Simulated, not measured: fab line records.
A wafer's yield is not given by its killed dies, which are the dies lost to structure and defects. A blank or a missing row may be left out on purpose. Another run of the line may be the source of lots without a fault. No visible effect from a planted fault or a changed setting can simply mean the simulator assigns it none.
Chamber matching / flow nandHarc / NHARC_A_CHANNEL_FILL_D2_CMP_10 on cmp-01: 4 sister chambers
The step polishes, target thk 150 nm. 4 wafers are shown with their chamber, then 12 later ones without.

## WAFERS PAIRED WITH THEIR CHAMBERS
wafer=L086.5; chamber=1; motorCurrentA (A)=9.7
wafer=L089.2; chamber=2; motorCurrentA (A)=12.6
wafer=L089.5; chamber=0; motorCurrentA (A)=12.0
wafer=L089.6; chamber=3; motorCurrentA (A)=12.8

## WAFERS WITHOUT THEIR CHAMBER
wafer=L091.1; motorCurrentA (A)=9.9
wafer=L091.3; motorCurrentA (A)=12.5
wafer=L091.4; motorCurrentA (A)=13.0
wafer=L092.1; motorCurrentA (A)=11.9
wafer=L092.4; motorCurrentA (A)=12.6
wafer=L092.5; motorCurrentA (A)=11.8
wafer=L094.3; motorCurrentA (A)=12.1
wafer=L094.4; motorCurrentA (A)=12.6
wafer=L094.6; motorCurrentA (A)=12.9
wafer=L097.2; motorCurrentA (A)=13.1
wafer=L097.3; motorCurrentA (A)=13.1
wafer=L097.4; motorCurrentA (A)=12.0

## EACH ONE'S CHAMBER
wafer=L091.1; from the rows above=1; in truth=1
wafer=L091.3; from the rows above=can't be placed: 2 or 3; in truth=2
wafer=L091.4; from the rows above=can't be placed: 3 or 2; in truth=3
wafer=L092.1; from the rows above=0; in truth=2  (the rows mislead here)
wafer=L092.4; from the rows above=can't be placed: 2 or 3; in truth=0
wafer=L092.5; from the rows above=0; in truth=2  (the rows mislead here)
wafer=L094.3; from the rows above=0; in truth=0
wafer=L094.4; from the rows above=can't be placed: 2 or 3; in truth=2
wafer=L094.6; from the rows above=can't be placed: 3 or 2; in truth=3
wafer=L097.2; from the rows above=can't be placed: 3 or 2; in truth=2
wafer=L097.3; from the rows above=can't be placed: 3 or 2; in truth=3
wafer=L097.4; from the rows above=0; in truth=0
3 of 12 placed correctly. Unplaceable from these rows: 7, with the true chamber sitting among the candidates in 6. Wrongly placed: 2.
How it was worked out, from the rows above alone: a wafer's distance from a chamber is the root of the sum, over the readings, of the square of ((its reading less the chamber's mean) divided by the reading's scatter). The wafer belongs to the nearest chamber; if the next one is less than 2 further off, it can't be placed. The mean given for a chamber averages the wafers shown for that chamber. The scatter: root of mean squared gap, hidden wafer to nearest shown wafer, with one shown wafer a chamber.
